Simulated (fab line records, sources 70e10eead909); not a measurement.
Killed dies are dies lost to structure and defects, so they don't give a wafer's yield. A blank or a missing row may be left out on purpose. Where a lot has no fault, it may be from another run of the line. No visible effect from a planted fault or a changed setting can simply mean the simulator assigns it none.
Matching of chambers	flow nand_harc	3 sister chambers for NHARC_A_STAIRCASE_DEP_471 on pecvd-02
The step deposits SiO2, target thk 100 nm. 6 wafers are shown with their chamber, then 12 later ones without.

## WAFERS PAIRED WITH THEIR CHAMBERS
wafer	chamber	heater_power_w (W)	throttle_valve_pct (%)
L083.4	0	560	15.6
L079.1	1	686	16.3
L079.6	0	645	15.9
L087.2	2	367	15.6
L087.3	1	559	16.3
L087.4	2	381	15.8

## WAFERS WITHOUT THEIR CHAMBER
wafer	heater_power_w (W)	throttle_valve_pct (%)
L089.2	546	15.8
L089.4	705	16.4
L089.5	413	15.7
L090.2	694	16.4
L090.4	542	16.4
L090.5	421	15.5
L095.2	618	15.5
L095.4	393	15.9
L095.6	644	15.5
L096.1	559	16.0
L096.2	421	15.9
L096.3	616	16.3

## WHICH CHAMBER EACH ONE RAN IN
wafer	from the rows above	in truth
L089.2	can't be placed: 0 or 2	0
L089.4	1	1
L089.5	2	2
L090.2	1	1
L090.4	1	1
L090.5	can't be placed: 2 or 0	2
L095.2	0	0
L095.4	2	2
L095.6	0	0
L096.1	can't be placed: 0 or 1 or 2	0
L096.2	can't be placed: 2 or 0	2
L096.3	1	1
Correctly placed: 8 of 12. Cannot be placed on the basis of these rows: 4; the candidates contain the true chamber in 4. Wrongly placed: 0.
How it was worked out, from the rows above alone: a wafer's distance from a chamber is the root of the sum, over the readings, of the square of ((its reading less the chamber's mean) divided by the reading's scatter). If the next closest chamber is less than 2 further off than the closest, the wafer can't be placed; otherwise it belongs to the closest. The mean given for a chamber averages the wafers shown for that chamber. The scatter: the root of (the sum of the squares of (reading less its chamber's mean) over the shown wafers, divided by (wafers less chambers)).
